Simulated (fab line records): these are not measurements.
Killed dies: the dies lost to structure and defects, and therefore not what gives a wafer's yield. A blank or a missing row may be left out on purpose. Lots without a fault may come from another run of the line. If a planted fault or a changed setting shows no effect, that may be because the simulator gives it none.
Matching of chambers | flow n5_finfet | pecvd-02 running N5_BEOL_M9_DEP_56: 3 sister chambers
The step deposits SiCN from 3MS/NH3, target thk 15 nm, time 26.5 s. 18 wafers are shown with their chamber, then 9 later ones without.

## WAFERS PAIRED WITH THEIR CHAMBERS
wafer  | chamber | throttle_valve_pct (%) | rf_fwd_power_W (W) | showerhead_plenum_p_Torr (Torr)
L074.1 | 2       | 8.3                    | 200.2              | 3.647
L074.2 | 0       | 8.6                    | 201.2              | 3.669
L074.3 | 2       | 8.2                    | 201.1              | 3.649
L075.2 | 0       | 8.8                    | 200.4              | 3.647
L075.3 | 0       | 8.8                    | 200.2              | 3.665
L075.6 | 0       | 8.6                    | 200.8              | 3.650
L077.1 | 1       | 9.4                    | 199.5              | 3.651
L077.2 | 2       | 8.2                    | 200.1              | 3.650
L077.5 | 1       | 9.3                    | 199.1              | 3.652
L080.2 | 1       | 9.3                    | 198.6              | 3.654
L080.3 | 2       | 8.3                    | 199.9              | 3.652
L080.6 | 2       | 8.0                    | 201.0              | 3.644
L081.1 | 1       | 9.1                    | 198.8              | 3.655
L081.3 | 0       | 8.6                    | 199.4              | 3.656
L081.6 | 1       | 9.3                    | 197.7              | 3.643
L087.4 | 1       | 9.6                    | 198.9              | 3.650
L087.5 | 0       | 8.5                    | 199.5              | 3.657
L087.6 | 2       | 8.3                    | 200.7              | 3.642

SIGNATURES (means of the wafers above)
reading                  | chamber 0 | chamber 1 | chamber 2 | scatter within a chamber
throttle_valve_pct       | 8.650     | 9.333     | 8.217     | 0.136
rf_fwd_power_W           | 200.250   | 198.767   | 200.500   | 0.611
showerhead_plenum_p_Torr | 3.65733   | 3.65083   | 3.64733   | 0.00589
Rule: for a wafer and a chamber, the distance is found by dividing, reading by reading, the gap between the wafer's reading and the chamber's mean by the reading's scatter, squaring, summing and taking the root. If the next closest chamber is less than 2 further off than the closest, the wafer can't be placed; otherwise it belongs to the closest. The scatter is the square root of a quotient: the sum, over the shown wafers, of each reading's squared deviation from its chamber's mean, divided by wafers minus chambers.

## WAFERS MISSING THEIR CHAMBER
wafer  | throttle_valve_pct (%) | rf_fwd_power_W (W) | showerhead_plenum_p_Torr (Torr)
L088.2 | 8.8                    | 201.4              | 3.661
L088.4 | 8.6                    | 200.9              | 3.649
L088.6 | 9.5                    | 199.0              | 3.652
L093.1 | 8.6                    | 200.2              | 3.647
L093.3 | 9.4                    | 198.8              | 3.655
L093.4 | 8.3                    | 200.9              | 3.650
L097.3 | 8.3                    | 200.4              | 3.655
L097.4 | 9.6                    | 197.5              | 3.654
L097.6 | 9.6                    | 197.0              | 3.662

## THE CHAMBER EACH PASSED THROUGH
wafer  | from the rows above     | in truth
L088.2 | 0                       | 0
L088.4 | can't be placed: 0 or 2 | 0
L088.6 | 1                       | 1
L093.1 | can't be placed: 0 or 2 | 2
L093.3 | 1                       | 1
L093.4 | 2                       | 2
L097.3 | can't be placed: 2 or 0 | 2
L097.4 | 1                       | 1
L097.6 | 1                       | 1
Placed correctly: 6 of 9. These rows do not allow placing 3 (true chamber among the candidates in 3). 0 placed wrongly.
